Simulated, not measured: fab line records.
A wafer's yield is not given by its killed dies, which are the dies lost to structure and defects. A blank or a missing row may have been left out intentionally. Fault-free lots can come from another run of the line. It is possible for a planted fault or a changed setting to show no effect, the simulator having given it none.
fab line records	flow nand_harc
record: lots: 24	wafers: 72	last_day: 33
route steps=1302 shown P_M0@283 P_M1@298 P_BONDPAD@365
lots that met no fault: from a run of the same line without faults
start_h: hours from the record's first day to the start of the lot's first wafer shown	wait_h: how many hours have passed since the lot's step before this one	" unchanged from the row above	L1.1+2: one row covering several wafers at once	- either no value or no given start	* or withheld: withheld	< > ~ a bound
route shown NAME@n: names a module that has steps shown in the file, with the first one's number in the route	usual: the fault-free wafers' mean and standard deviation	same: alike in all rows	chamber/n: place in a boat	sites: per-site readings	_std_site: standard deviation of those values	_edge_site: inner sites' mean taken away from outer sites' mean	radius_mm: for every site, how far away it sits from the centre of the wafer	mask NAME#n: copy n	behind: the most recent tool/chamber to have shaped the wafer	hold: what put the lot on hold/how long, in hours/how the hold closed	device: transistor that didn't switch, given as n, p or np	end of line: the same wafers' tests at the end of the route	step lacking rows: just its recipe	killed: dies that structure and defects cost at the first sort, which is not the same as the wafer's yield	map: per-die view of a wafer (x killed, . not killed, _ where there is no die)
set.NAME: the setting as run; set.NAME@STEP: as run at that earlier step	model.NAME: the simulator's own value behind a step, which no gauge read
the route's steps for a sample of lots (tables are steps, rows are wafers)
services: a tool's chamber out of use, with start hour (start_h, from the record's first day; less than 0 if before it), hours out, and reason
== steps ==
step: NHARC_P_M0_PRE_CLEAN_31
recipe: time_s: 12	temp_c: 370	rf_power_w: 300	gas: NH3
usual: heater_power_w: 579/59
lot.wafer	tool	chamber	start_h	wait_h	heater_power_w	since_wet_clean_h
L074.1	pecvd-02	0	123.26	0.1	658	64
L074.2	"	2	"	"	557	64
L074.4	"	1	"	"	484	-
L075.1	pecvd-02	2	134.07	0.1	543	75
L075.3	"	0	"	"	712	75
L075.6	"	2	"	"	541	-
L076.1	pecvd-04	0	148.15	0.1	587	47
L076.5	"	1	"	"	690	-
L076.4	"	2	"	"	543	-
L077.6	pecvd-02	2	158.23	0.1	498	-
L077.5	"	0	"	"	630	-
L077.4	"	1	"	"	505	-
L078.2	pecvd-01	0	168.42	0.1	498	25
L078.1	"	2	"	"	593	25
L078.6	"	1	"	"	584	-
L079.1	pecvd-04	2	174.06	0.1	583	73
L079.4	"	1	"	"	615	-
L079.6	"	2	"	"	579	-
L080.2	pecvd-01	1	179.99	0.1	608	37
L080.3	"	0	"	"	536	37
L080.5	"	0	"	"	548	-
L081.2	pecvd-01	1	193.73	0.1	541	50
L081.3	"	2	"	"	578	50
L081.4	"	0	"	"	588	-
L082.3	pecvd-04	2	208.59	0.1	581	107
L082.4	"	1	"	"	656	-
L082.5	"	2	"	"	582	-
L083.3	pecvd-01	2	214.85	0.1	590	71
L083.4	"	1	"	"	591	-
L083.6	"	2	"	"	588	-
L084.1	pecvd-01	1	230.68	0.2	560	87
L084.6	"	1	"	"	560	-
L084.5	"	2	"	"	548	-
L085.1	pecvd-01	2	231.91	0.1	552	89
L085.3	"	0	"	"	589	89
L085.4	"	0	"	"	586	-
L086.2	pecvd-04	0	241.33	0.1	534	140
L086.6	"	0	"	"	518	-
L086.5	"	2	"	"	551	-
L087.1	pecvd-01	0	255.85	0.1	631	112
L087.2	"	1	"	"	515	112
L087.6	"	0	"	"	645	-
L089.2	pecvd-01	0	271.84	0.1	557	128
L089.1	"	1	"	"	590	128
L089.6	"	2	"	"	531	-
L088.1	pecvd-02	2	272.43	0.1	534	32
L088.4	"	2	"	"	535	-
L088.5	"	0	"	"	717	-
L090.1	pecvd-01	2	281.53	0.1	519	138
L090.4	"	0	"	"	614	-
L090.6	"	1	"	"	549	-
L091.2	pecvd-01	2	292.68	0.1	535	149
L091.1	"	1	"	"	515	149
L091.4	"	2	"	"	541	-
L092.2	pecvd-04	0	301.41	0.1	623	19
L092.4	"	1	"	"	656	-
L092.6	"	2	"	"	549	-
L093.2	pecvd-02	0	318.21	0.1	677	78
L093.1	"	1	"	"	576	78
L093.5	"	0	"	"	678	-
L094.1	pecvd-02	2	323.90	0.6	551	84
L094.5	"	2	"	"	549	-
L094.4	"	1	"	"	605	-
L095.2	pecvd-02	1	334.61	0.1	512	94
L095.4	"	2	"	"	558	-
L095.5	"	0	"	"	720	-
L096.2	pecvd-04	0	347.17	0.1	585	65
L096.4	"	1	"	"	633	-
L096.6	"	2	"	"	604	-
L097.2	pecvd-01	2	354.79	0.1	539	30
L097.6	"	1	"	"	684	-
L097.4	"	2	"	"	545	-
step: NHARC_P_M1_DESCUM_14
recipe: time_s: 3	o2_flow_sccm: 200	ar_flow_sccm: 0	bias_power_w: 0	chemistry: O2
usual: drypump_motor_current_A: 5.5/0.32	o2_flow_sccm: 199.9/0.59	oes_product_au: 1.001/0.0078	rf_vpp_V: 57.9/0.86	showerhead_plenum_p_Torr: 1.93/0.083	throttle_valve_pct: 11.312/0.01
same: bias_power_w: 0
lot.wafer	tool	chamber	start_h	wait_h	drypump_motor_current_A	o2_flow_sccm	oes_product_au	rf_hours_counter_h	rf_vpp_V	showerhead_plenum_p_Torr	throttle_valve_pct
L074.2	rie_diel-08	1	124.78	0.1	5.9	199.7	1.001	7	57.0	1.81	11.310
L074.1	"	2	"	"	5.7	200.4	0.997	8	57.6	1.86	11.339
L074.4	"	3	"	"	5.5	201.2	1.000	7	58.1	1.88	11.298
L075.1	rie_diel-05	0	135.45	0.1	5.2	198.7	0.999	5	58.3	2.02	11.317
L075.3	"	3	"	"	6.2	199.5	1.017	5	57.1	1.93	11.322
L075.6	"	1	"	"	5.1	199.6	0.995	-	57.1	1.99	11.316
L076.4	rie_diel-05	2	149.54	0.1	5.6	199.3	0.994	4	58.2	1.79	11.314
L076.1	"	3	"	"	6.1	199.6	1.010	6	57.9	1.93	11.312
L076.5	"	2	"	"	5.6	200.3	0.999	-	56.7	1.79	11.327
L077.4	rie_diel-08	1	159.72	0.1	5.9	199.7	1.001	10	57.6	1.81	11.325
L077.5	"	3	"	"	5.5	199.8	0.986	-	56.6	1.88	11.305
L077.6	"	0	"	"	5.2	200.5	0.989	-	57.3	2.03	11.323
L078.2	rie_diel-05	1	169.96	0.1	5.1	199.7	1.002	6	57.3	1.99	11.301
L078.1	"	2	"	"	5.6	199.8	0.989	5	57.9	1.79	11.312
L078.6	"	0	"	"	5.3	199.7	1.005	-	58.6	2.02	11.308
L079.4	rie_diel-09	1	175.57	0.1	5.4	199.5	0.999	8	58.0	2.02	11.318
L079.1	"	2	"	"	5.5	199.6	1.005	8	58.6	1.87	11.294
L079.6	"	1	"	"	5.4	199.8	0.999	-	57.8	2.02	11.296
L080.3	rie_diel-08	1	181.64	0.1	6.0	199.9	1.004	12	58.3	1.81	11.298
L080.2	"	2	"	"	5.7	199.8	1.013	12	58.8	1.85	11.314
L080.5	"	0	"	"	5.2	199.3	0.996	-	58.8	2.03	11.311
L081.4	rie_diel-09	0	195.23	0.1	5.2	199.8	1.005	11	58.9	1.90	11.323
L081.3	"	1	"	"	5.4	200.2	1.005	11	57.4	2.02	11.312
L081.2	"	3	"	"	5.3	200.4	1.015	12	57.0	2.02	11.310
L082.4	rie_diel-05	3	210.08	0.1	6.2	199.5	0.997	9	56.6	1.93	11.318
L082.3	"	0	"	"	5.3	199.6	1.000	9	57.7	2.02	11.330
L082.5	"	3	"	"	6.2	199.6	1.000	-	57.6	1.93	11.329
L083.4	rie_diel-08	3	216.21	0.1	5.5	199.9	0.995	2	59.0	1.88	11.311
L083.3	"	1	"	"	5.9	200.8	1.006	1	56.4	1.81	11.309
L083.6	"	3	"	"	5.5	199.1	1.004	-	57.7	1.88	11.308
L084.1	rie_diel-09	2	232.18	0.1	5.6	199.9	1.006	26	57.8	1.86	11.305
L084.6	"	1	"	"	5.4	199.5	0.996	-	57.0	2.01	11.296
L084.5	"	2	"	"	5.6	200.9	1.002	-	57.5	1.86	11.300
L085.1	rie_diel-09	3	233.30	0.1	5.3	200.6	1.006	26	56.4	2.01	11.304
L085.4	"	0	"	"	5.2	199.6	0.992	26	58.7	1.90	11.306
L085.3	"	2	"	"	5.6	199.6	1.021	26	57.7	1.86	11.323
L086.2	rie_diel-05	0	242.72	0.1	5.3	199.6	1.001	0	58.8	2.01	11.326
L086.5	"	0	"	"	5.3	200.0	0.996	-	57.9	2.01	11.305
L086.6	"	1	"	"	5.1	201.2	1.002	-	59.4	1.99	11.323
L087.1	rie_diel-08	0	257.22	0.1	5.2	200.1	1.002	5	57.0	2.03	11.330
L087.2	"	1	"	"	5.9	200.4	1.004	5	58.3	1.81	11.302
L087.6	"	3	"	"	5.5	199.8	0.997	-	57.4	1.88	11.324
L089.1	rie_diel-05	0	273.21	0.1	5.2	198.7	0.999	1	59.4	2.01	11.314
L089.2	"	2	"	"	5.6	199.8	0.994	1	58.6	1.79	11.300
L089.6	"	0	"	"	5.3	199.0	0.992	-	59.2	2.01	11.320
L088.4	rie_diel-05	1	273.93	0.1	5.2	200.5	0.992	1	58.5	1.99	11.325
L088.1	"	2	"	"	5.6	200.4	0.986	1	56.5	1.79	11.295
L088.5	"	1	"	"	5.2	200.3	0.990	-	57.9	1.99	11.306
L090.1	rie_diel-08	0	283.00	0.1	5.2	199.3	1.004	7	59.0	2.03	11.310
L090.4	"	2	"	"	5.7	200.8	1.006	7	58.1	1.85	11.311
L090.6	"	0	"	"	5.2	200.2	1.002	-	58.7	2.03	11.310
L091.2	rie_diel-08	3	294.08	0.1	5.5	199.2	1.016	8	59.0	1.88	11.296
L091.4	"	0	"	"	5.3	200.3	0.997	9	60.0	2.03	11.307
L091.1	"	1	"	"	5.9	200.2	1.003	9	58.1	1.81	11.317
L092.4	rie_diel-08	1	302.92	0.1	5.9	200.1	1.007	9	57.7	1.81	11.326
L092.2	"	2	"	"	5.7	201.1	1.006	9	58.1	1.85	11.308
L092.6	"	2	"	"	5.7	201.2	0.995	-	56.7	1.85	11.314
L093.2	rie_diel-09	2	319.69	0.1	5.6	199.6	1.009	52	58.7	1.85	11.321
L093.1	"	0	"	"	5.3	200.6	1.018	54	58.7	1.89	11.300
L093.5	"	3	"	"	5.4	200.1	1.008	-	58.9	2.00	11.300
L094.4	rie_diel-08	1	325.42	0.1	5.9	200.5	1.007	10	57.7	1.81	11.312
L094.1	"	2	"	"	5.7	199.6	1.005	10	57.6	1.85	11.312
L094.5	"	2	"	"	5.7	199.0	1.009	-	57.2	1.85	11.300
L095.4	rie_diel-05	1	336.13	0.1	5.1	200.1	1.004	5	57.6	1.99	11.316
L095.2	"	2	"	"	5.6	199.9	0.994	5	56.4	1.78	11.303
L095.5	"	1	"	"	5.2	200.0	1.003	-	56.2	1.99	11.315
L096.2	rie_diel-08	0	348.70	0.1	5.2	199.9	0.985	12	59.1	2.03	11.306
L096.4	"	1	"	"	5.9	200.0	1.011	11	57.7	1.81	11.319
L096.6	"	3	"	"	5.5	199.7	1.003	-	57.5	1.88	11.320
L097.4	rie_diel-05	1	356.29	0.1	5.1	201.1	0.998	6	56.5	1.99	11.312
L097.2	"	3	"	"	6.2	200.3	0.997	6	57.3	1.92	11.315
L097.6	"	0	"	"	5.3	199.5	0.991	-	57.5	2.01	11.323
step: NHARC_P_M1_PVD_21
recipe: target_thk_a: 300	chamber_pressure_pa: 5	power_w: 5000	substrate_temp_c: 30	time_s: 20.49	material: Cu
usual: chamber_pressure_pa: 5.000/0.0087	throttle_valve_pct: 29.6/0.76
lot.wafer	tool	chamber	start_h	wait_h	chamber_pressure_pa	throttle_valve_pct
L074.1	pvd_sputter-03	-	-	-	4.994	30.8
L074.4	"	-	"	"	4.992	30.0
L074.2	"	-	"	"	4.995	29.4
L075.3	pvd_sputter-03	-	-	-	4.997	29.3
L075.1	"	-	"	"	4.997	29.5
L075.6	"	-	"	"	4.999	29.6
L076.4	pvd_sputter-03	-	-	-	5.007	30.1
L076.1	"	-	"	"	5.010	29.1
L076.5	"	-	"	"	4.999	29.3
L077.4	pvd_sputter-03	-	-	-	5.003	28.9
L077.6	"	-	"	"	4.993	29.2
L077.5	"	-	"	"	5.000	30.8
L078.1	pvd_sputter-01	-	-	-	4.987	28.7
L078.2	"	-	"	"	4.991	29.7
L078.6	"	-	"	"	4.992	28.9
L079.1	pvd_sputter-01	-	-	-	4.997	29.0
L079.4	"	-	"	"	5.000	28.9
L079.6	"	-	"	"	4.999	29.0
L080.2	pvd_sputter-01	-	-	-	4.999	28.7
L080.3	"	-	"	"	5.005	29.0
L080.5	"	-	"	"	5.005	28.6
L081.4	pvd_sputter-02	-	-	-	5.001	29.9
L081.2	"	-	"	"	5.010	30.6
L081.3	"	-	"	"	4.985	28.8
L082.3	pvd_sputter-01	-	-	-	5.008	29.6
L082.4	"	-	"	"	5.011	28.8
L082.5	"	-	"	"	5.014	28.6
L083.3	pvd_sputter-01	-	-	-	4.993	29.1
L083.4	"	-	"	"	5.009	29.8
L083.6	"	-	"	"	5.003	29.2
L084.1	pvd_sputter-02	-	-	-	5.013	30.6
L084.6	"	-	"	"	5.011	29.0
L084.5	"	-	"	"	4.998	30.3
L085.3	pvd_sputter-03	-	-	-	5.018	29.3
L085.4	"	-	"	"	4.996	29.9
L085.1	"	-	"	"	5.006	30.8
L086.2	pvd_sputter-03	-	-	-	4.993	30.8
L086.6	"	-	"	"	5.010	29.9
L086.5	"	-	"	"	5.003	30.0
L087.2	pvd_sputter-02	-	-	-	5.002	28.9
L087.1	"	-	"	"	4.998	28.9
L087.6	"	-	"	"	5.000	30.2
L089.1	pvd_sputter-02	-	-	-	5.005	29.0
L089.2	"	-	"	"	4.997	30.8
L089.6	"	-	"	"	4.978	30.2
L088.4	pvd_sputter-01	-	-	-	5.000	30.2
L088.1	"	-	"	"	4.997	29.5
L088.5	"	-	"	"	4.990	28.4
L090.4	pvd_sputter-03	-	-	-	5.001	30.0
L090.1	"	-	"	"	4.990	29.4
L090.6	"	-	"	"	4.993	30.1
L091.4	pvd_sputter-02	-	-	-	4.996	30.9
L091.1	"	-	"	"	5.005	28.1
L091.2	"	-	"	"	5.007	28.8
L092.2	pvd_sputter-03	-	-	-	4.996	30.1
L092.4	"	-	"	"	4.992	30.9
L092.6	"	-	"	"	5.001	29.4
L093.1	pvd_sputter-02	-	-	-	5.002	28.7
L093.2	"	-	"	"	4.997	28.3
L093.5	"	-	"	"	4.998	28.7
L094.4	pvd_sputter-01	-	-	-	5.006	29.7
L094.1	"	-	"	"	5.011	28.5
L094.5	"	-	"	"	4.999	29.9
L095.4	pvd_sputter-02	-	-	-	4.996	31.0
L095.2	"	-	"	"	4.991	28.3
L095.5	"	-	"	"	4.989	28.6
L096.2	pvd_sputter-02	-	-	-	5.012	30.1
L096.4	"	-	"	"	5.006	30.8
L096.6	"	-	"	"	5.016	30.0
L097.4	pvd_sputter-01	-	-	-	4.988	30.1
L097.2	"	-	"	"	5.010	29.7
L097.6	"	-	"	"	4.992	29.9
step: NHARC_P_M1_ANNEAL_31
recipe: temp_c: 225	time_s: 90
usual: wafer_temp_C_max: 226.02/0.26
lot.wafer	tool	chamber	start_h	wait_h	wafer_temp_C_max
L074.1	rtp_anneal-02	0	126.53	0.3	226.10
L074.2	"	0	"	"	226.09
L074.4	"	0	"	"	226.30
L075.1	rtp_anneal-02	0	137.31	0.3	226.44
L075.3	"	0	"	"	226.01
L075.6	"	0	"	"	226.19
L076.1	rtp_anneal-02	0	151.32	-	226.26
L076.4	"	0	"	"	226.34
L076.5	"	0	"	"	225.83
L077.4	rtp_anneal-01	0	161.63	-	225.83
L077.5	"	0	"	"	226.27
L077.6	"	0	"	"	226.03
L078.1	rtp_anneal-02	0	171.71	-	225.84
L078.2	"	0	"	"	225.83
L078.6	"	0	"	"	226.09
L079.1	rtp_anneal-02	0	177.37	-	226.00
L079.4	"	0	"	"	225.79
L079.6	"	0	"	"	226.19
L080.2	rtp_anneal-02	0	183.43	-	226.30
L080.3	"	0	"	"	226.03
L080.5	"	0	"	"	226.35
L081.2	rtp_anneal-02	0	197.07	-	225.86
L081.3	"	0	"	"	226.36
L081.4	"	0	"	"	225.79
L082.3	rtp_anneal-01	0	212.18	-	225.62
L082.4	"	0	"	"	225.76
L082.5	"	0	"	"	225.40
L083.3	rtp_anneal-02	0	218.23	0.5	226.45
L083.4	"	0	"	"	226.38
L083.6	"	0	"	"	226.18
L084.1	rtp_anneal-01	0	233.94	0.3	225.49
L084.5	"	0	"	"	226.00
L084.6	"	0	"	"	225.59
L085.1	rtp_anneal-02	0	235.06	0.3	226.22
L085.3	"	0	"	"	226.09
L085.4	"	0	"	"	226.25
L086.2	rtp_anneal-01	0	244.53	0.4	225.96
L086.5	"	0	"	"	225.68
L086.6	"	0	"	"	225.96
L087.1	rtp_anneal-01	0	258.97	0.3	225.76
L087.2	"	0	"	"	225.89
L087.6	"	0	"	"	225.66
L089.1	rtp_anneal-01	0	274.96	-	225.94
L089.2	"	0	"	"	225.93
L089.6	"	0	"	"	226.21
L088.1	rtp_anneal-01	0	275.67	0.3	225.96
L088.4	"	0	"	"	225.86
L088.5	"	0	"	"	225.25
L090.1	rtp_anneal-01	0	285.04	-	225.74
L090.4	"	0	"	"	226.31
L090.6	"	0	"	"	226.38
L091.1	rtp_anneal-01	0	295.85	-	226.02
L091.2	"	0	"	"	225.85
L091.4	"	0	"	"	225.70
L092.2	rtp_anneal-01	0	304.75	-	225.83
L092.4	"	0	"	"	226.20
L092.6	"	0	"	"	225.76
L093.1	rtp_anneal-02	0	321.48	-	225.81
L093.2	"	0	"	"	225.91
L093.5	"	0	"	"	226.09
L094.1	rtp_anneal-02	0	327.26	-	225.83
L094.4	"	0	"	"	226.10
L094.5	"	0	"	"	225.83
L095.2	rtp_anneal-01	0	338.39	0.4	225.87
L095.4	"	0	"	"	226.01
L095.5	"	0	"	"	225.78
L096.2	rtp_anneal-02	0	350.49	-	226.01
L096.4	"	0	"	"	225.96
L096.6	"	0	"	"	226.43
L097.2	rtp_anneal-02	0	358.10	0.4	226.33
L097.4	"	0	"	"	226.01
L097.6	"	0	"	"	226.15
step: NHARC_P_M1_DEP_33
recipe: target_thk_a: 300	temp_c: 370	target_thk_nm: 30	pressure_torr: 3	flow_sccm: 200	rf_w: 450	material: SiCN
usual: heater_power_w: 527/53
lot.wafer	tool	chamber	start_h	wait_h	heater_power_w	since_wet_clean_h
L074.1	pecvd-01	1	127.50	0.1	509	165
L074.2	"	0	"	"	558	165
L074.4	"	2	"	"	566	-
L075.1	pecvd-04	1	138.32	0.1	599	37
L075.3	"	2	"	"	517	37
L075.6	"	2	"	"	521	-
L076.1	pecvd-04	2	152.36	0.1	515	51
L076.5	"	0	"	"	510	-
L076.4	"	2	"	"	542	-
L077.5	pecvd-01	0	162.57	0.2	533	-
L077.4	"	1	"	"	527	-
L077.6	"	2	"	"	508	-
L078.1	pecvd-01	0	172.67	0.1	504	29
L078.2	"	1	"	"	557	29
L078.6	"	1	"	"	543	-
L079.1	pecvd-04	2	178.42	0.1	533	77
L079.4	"	0	"	"	446	-
L079.6	"	1	"	"	582	-
L080.2	pecvd-01	2	184.35	0.1	442	41
L080.3	"	0	"	"	555	41
L080.5	"	0	"	"	554	-
L081.2	pecvd-02	0	198.05	0.1	646	139
L081.3	"	1	"	"	536	139
L081.4	"	0	"	"	650	-
L082.3	pecvd-01	2	213.08	0.1	542	70
L082.5	"	1	"	"	483	-
L082.4	"	2	"	"	537	-
L083.3	pecvd-01	0	219.09	0.1	524	76
L083.6	"	0	"	"	522	-
L083.4	"	1	"	"	489	-
L084.1	pecvd-01	2	234.96	0.1	530	92
L084.5	"	2	"	"	538	-
L084.6	"	0	"	"	568	-
L085.3	pecvd-04	0	236.07	0.1	455	135
L085.1	"	1	"	"	602	135
L085.4	"	1	"	"	604	-
L086.2	pecvd-01	0	245.49	0.1	558	102
L086.6	"	2	"	"	540	-
L086.5	"	1	"	"	463	-
L087.1	pecvd-01	1	259.97	0.1	527	117
L087.2	"	2	"	"	432	117
L087.6	"	0	"	"	519	-
L089.1	pecvd-02	0	275.97	0.1	623	36
L089.2	"	1	"	"	505	36
L089.6	"	0	"	"	631	-
L088.1	pecvd-02	1	276.68	0.1	528	37
L088.5	"	0	"	"	671	-
L088.4	"	2	"	"	437	-
L090.1	pecvd-01	2	286.12	0.1	511	143
L090.4	"	1	"	"	539	-
L090.6	"	2	"	"	515	-
L091.2	pecvd-01	0	296.81	0.1	555	154
L091.1	"	2	"	"	496	154
L091.4	"	1	"	"	530	-
L092.2	pecvd-04	2	305.71	0.1	496	24
L092.4	"	1	"	"	569	-
L092.6	"	2	"	"	501	-
L093.2	pecvd-02	0	322.45	0.1	621	82
L093.1	"	1	"	"	503	82
L093.5	"	2	"	"	497	-
L094.1	pecvd-02	2	328.31	0.1	502	88
L094.4	"	0	"	"	584	-
L094.5	"	2	"	"	495	-
L095.2	pecvd-02	1	339.30	0.1	462	99
L095.5	"	2	"	"	517	-
L095.4	"	0	"	"	678	-
L096.2	pecvd-01	1	351.51	0.1	577	27
L096.4	"	1	"	"	577	-
L096.6	"	0	"	"	510	-
L097.2	pecvd-01	2	359.01	0.1	523	35
L097.4	"	0	"	"	580	-
L097.6	"	1	"	"	559	-
step: NHARC_P_BONDPAD_OVL_MEAS_38
usual: overlay_x_nm: 0/5	overlay_y_nm: 1/5.8
lot.wafer	tool	chamber	start_h	wait_h	overlay_x_nm	overlay_y_nm
L074.1	overlay-01	-	133.36	-	-5	1
L074.2	"	-	"	"	-5	2
L074.4	"	-	"	"	-5	1
L075.1	overlay-01	-	144.19	-	2	8
L075.3	"	-	"	"	2	7
L075.6	"	-	"	"	2	7
L076.1	overlay-02	-	158.20	-	5	-3
L076.4	"	-	"	"	5	-2
L076.5	"	-	"	"	5	-3
L077.4	overlay-01	-	168.37	-	4	6
L077.5	"	-	"	"	4	6
L077.6	"	-	"	"	5	6
L078.1	overlay-01	-	178.41	-	4	3
L078.2	"	-	"	"	5	3
L078.6	"	-	"	"	5	2
L079.1	overlay-02	-	184.20	-	7	-1
L079.4	"	-	"	"	7	-1
L079.6	"	-	"	"	6	-1
L080.2	overlay-02	-	190.08	-	4	-3
L080.3	"	-	"	"	4	-3
L080.5	"	-	"	"	4	-3
L081.2	overlay-02	-	203.88	-	3	9
L081.3	"	-	"	"	3	9
L081.4	"	-	"	"	3	10
L082.3	overlay-01	-	219.13	-	3	-12
L082.4	"	-	"	"	3	-12
L082.5	"	-	"	"	3	-12
L083.3	overlay-01	-	225.40	-	7	2
L083.4	"	-	"	"	7	2
L083.6	"	-	"	"	8	2
L084.1	overlay-02	-	240.73	-	0	-4
L084.5	"	-	"	"	0	-5
L084.6	"	-	"	"	0	-5
L085.1	overlay-01	-	241.79	-	-3	5
L085.3	"	-	"	"	-3	5
L085.4	"	-	"	"	-3	5
L086.2	overlay-02	-	251.68	-	3	8
L086.5	"	-	"	"	2	8
L086.6	"	-	"	"	2	8
L087.1	overlay-01	-	265.63	-	0	-3
L087.2	"	-	"	"	0	-3
L087.6	"	-	"	"	0	-3
L089.1	overlay-01	-	281.69	-	-3	-5
L089.2	"	-	"	"	-3	-6
L089.6	"	-	"	"	-3	-5
L088.1	overlay-02	-	282.57	-	-3	0
L088.4	"	-	"	"	-3	0
L088.5	"	-	"	"	-4	0
L090.1	overlay-02	-	291.84	-	-8	9
L090.4	"	-	"	"	-8	9
L090.6	"	-	"	"	-8	10
L091.1	overlay-01	-	302.55	-	-8	10
L091.2	"	-	"	"	-7	10
L091.4	"	-	"	"	-7	10
L092.2	overlay-02	-	311.53	-	-4	-2
L092.4	"	-	"	"	-4	-2
L092.6	"	-	"	"	-4	-2
L093.1	overlay-02	-	328.37	-	-12	10
L093.2	"	-	"	"	-12	11
L093.5	"	-	"	"	-12	10
L094.1	overlay-01	-	334.18	-	2	3
L094.4	"	-	"	"	2	4
L094.5	"	-	"	"	2	4
L095.2	overlay-02	-	345.16	-	3	-6
L095.4	"	-	"	"	4	-6
L095.5	"	-	"	"	4	-6
L096.2	overlay-02	-	357.44	-	-7	1
L096.4	"	-	"	"	-6	0
L096.6	"	-	"	"	-6	0
L097.2	overlay-01	-	364.80	-	1	-4
L097.4	"	-	"	"	1	-4
L097.6	"	-	"	"	1	-4
== services ==
tool	chamber	start_h	hours	kind
pvd_sputter-02	-	104.00	10.0	pm
rie_diel-05	1	109.30	8.1	repair
rie_diel-05	2	115.93	28.8	repair
pvd_sputter-01	-	116.01	3.7	repair
pecvd-01	-	130.36	13.0	pm
pvd_sputter-03	-	162.77	5.9	repair
pvd_sputter-03	-	170.00	10.0	pm
rie_diel-08	-	190.81	9.0	pm
pvd_sputter-03	-	210.82	1.1	repair
pvd_sputter-01	-	226.00	10.0	pm
pecvd-02	-	227.16	13.0	pm
rie_diel-05	-	229.60	9.0	pm
rie_diel-08	-	233.14	0.8	repair
pecvd-01	2	250.22	2.0	repair
pvd_sputter-03	-	252.93	0.6	repair
pecvd-04	-	269.20	13.0	pm
pvd_sputter-02	-	282.00	10.0	pm
pecvd-04	1	282.62	10.5	repair
pvd_sputter-03	-	290.96	5.5	repair
pvd_sputter-02	-	303.07	4.6	repair
rie_diel-05	0	305.26	3.9	repair
pecvd-01	-	311.36	13.0	pm
rie_diel-08	-	314.90	1.0	repair
pvd_sputter-02	-	324.53	2.1	repair
== key ==
fault none
